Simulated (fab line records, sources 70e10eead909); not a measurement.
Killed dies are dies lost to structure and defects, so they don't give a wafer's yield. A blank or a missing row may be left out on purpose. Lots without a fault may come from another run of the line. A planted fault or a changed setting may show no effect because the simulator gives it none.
Chamber matching | flow nand_harc | NHARC_A_CHANNEL_FILL_D2_STRIP_28 on rie_diel-10: 4 sister chambers
The step strips in O2, time 20 s. 4 wafers are shown with their chamber, then 8 later ones without.

WAFERS WITH THEIR CHAMBER
wafer  | chamber | drypump_motor_current_A (A)
L075.2 | 3       | 6.0
L085.1 | 2       | 5.8
L085.6 | 1       | 5.9
L087.1 | 0       | 6.0

WAFERS WITHOUT THEIR CHAMBER
wafer  | drypump_motor_current_A (A)
L087.4 | 5.7
L087.6 | 5.9
L091.2 | 6.0
L091.4 | 5.9
L091.6 | 5.9
L097.1 | 6.0
L097.3 | 6.0
L097.6 | 6.0

WHICH CHAMBER EACH WENT THROUGH
wafer  | from the rows above     | in truth
L087.4 | 2                       | 2
L087.6 | 1                       | 1
L091.2 | can't be placed: 0 or 3 | 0
L091.4 | 1                       | 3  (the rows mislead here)
L091.6 | 1                       | 1
L097.1 | can't be placed: 0 or 3 | 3
L097.3 | can't be placed: 0 or 3 | 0
L097.6 | can't be placed: 0 or 3 | 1
Placed correctly: 3 of 8. Can't be placed from these rows: 4 (the true chamber is among the candidates in 3). Placed wrongly: 1.
How it was worked out, from the rows above alone: a wafer's distance from a chamber is the root of the sum, over the readings, of the square of ((its reading less the chamber's mean) divided by the reading's scatter). The wafer belongs to the nearest chamber; if the next one is less than 2 further off, it can't be placed. A chamber's mean is the mean of its shown wafers. The scatter: with one shown wafer a chamber, the root of the mean of the squares of how far each hidden wafer lies from its nearest shown one.
